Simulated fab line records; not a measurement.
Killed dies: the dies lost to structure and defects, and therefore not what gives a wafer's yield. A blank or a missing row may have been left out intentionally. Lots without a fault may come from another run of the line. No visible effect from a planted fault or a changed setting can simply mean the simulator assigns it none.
A single fault, viewed from 3 desks -- flow nand harc -- what lay behind the numbers comes last; until then each desk has only its own

## TOOL OWNER'S DESK, har etch-01
The tool's own readings at NHARC_A_CHANNEL_HOLE_D1_ETCH_20 (etches the open film in C4F8/O2/Ar, time 361.9 s, target depth 1600 nm): means of the sampled wafers that have a number, for each lot that ran on this tool. Marked OUT: a lot whose mean sits more than 4 standard deviations from the usual mean, which makes it out of limits; the brackets give that distance.
Columns: A = drypump motor current A at NHARC_A_CHANNEL_HOLE_D1_ETCH_20, usual 5.97 A; B = showerhead plenum p Torr at NHARC_A_CHANNEL_HOLE_D1_ETCH_20, usual 3.73 Torr; C = throttle valve pct at NHARC_A_CHANNEL_HOLE_D1_ETCH_20, usual 32.156 %
lot,first seen here,A,B,C
L561,day 8 03:52,6.09,3.69,32.153
L562,day 9 00:38,6.25,3.73,32.155
L568,day 10 16:31,5.94,3.63,32.158
L571,day 11 13:04,5.94,3.62,32.163
This desk found nothing out of limits on any of the 4 lots.

## THE DEFECT DESK
Per lot, the means of the sampled wafers with a number show what the inspections along the route counted. Marked OUT: a lot whose mean sits more than 4 standard deviations from the usual mean, which makes it out of limits; the brackets give that distance.
Columns: A = raw defect count at NHARC_A_CHANNEL_HOLE_D1_INSPECT_40, usual 56
lot,first seen here,A
L561,day 8 09:28,46
L562,day 9 06:11,70
L568,day 10 22:07,287 (+14) OUT
L572,day 11 18:04,33
L571,day 11 18:32,305 (+16) OUT
L575,day 12 06:23,30
L577,day 12 14:16,50
L578,day 12 22:41,55
L579,day 13 02:50,53
L580,day 13 17:14,54
L582,day 14 01:37,45
L583,day 14 05:37,54
Finding of this desk: L568, L571 out of limits; the first was L568 at day 10 22:07, on raw defect count at NHARC_A_CHANNEL_HOLE_D1_INSPECT_40. L561, L562, L572, L575, L577, L578, L579, L580, L582, L583: within limits.

## FROM THE METROLOGY DESK
Lot by lot, what the gauges showed, no matter which tool ran the lot: averages of those sampled wafers that carry a number. Marked OUT: a lot whose mean sits more than 4 standard deviations from the usual mean, which makes it out of limits; the brackets give that distance.
Columns: A = cd nm at NHARC_A_CHANNEL_HOLE_D1_CD_MEAS_18, usual 99 nm
lot,first seen here,A
L561,day 8 03:41,99
L562,day 9 00:23,98
L568,day 10 13:44,96
L572,day 11 12:19,100
L571,day 11 12:46,100
L575,day 12 00:35,102
L577,day 12 08:28,97
L578,day 12 16:54,100
L579,day 12 20:35,102
L580,day 13 11:27,97
L582,day 13 19:41,101
L583,day 13 20:55,103
This desk found nothing out of limits on any of the 12 lots.

## ALL TOGETHER
The defect desk could have raised an alarm at day 10 22:07, on L568, L571.
The desk of the tool owner found nothing out of limits.
Metrology desk: nothing out of limits seen.
On record at the tool owner's desk: L568, L571, within its limits.
The metrology desk holds a record of L568, L571, inside its limits.
NHARC_A_CHANNEL_HOLE_D1_ETCH_20 was run on har etch-01 by each of the lots named.

## WHAT THE SIMULATOR HAD INSERTED
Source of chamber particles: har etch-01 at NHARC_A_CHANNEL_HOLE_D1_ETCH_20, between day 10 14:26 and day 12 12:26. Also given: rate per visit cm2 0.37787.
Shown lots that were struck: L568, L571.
Hours from the fault's start to each desk's first reading out of limits: the defect desk, 8.
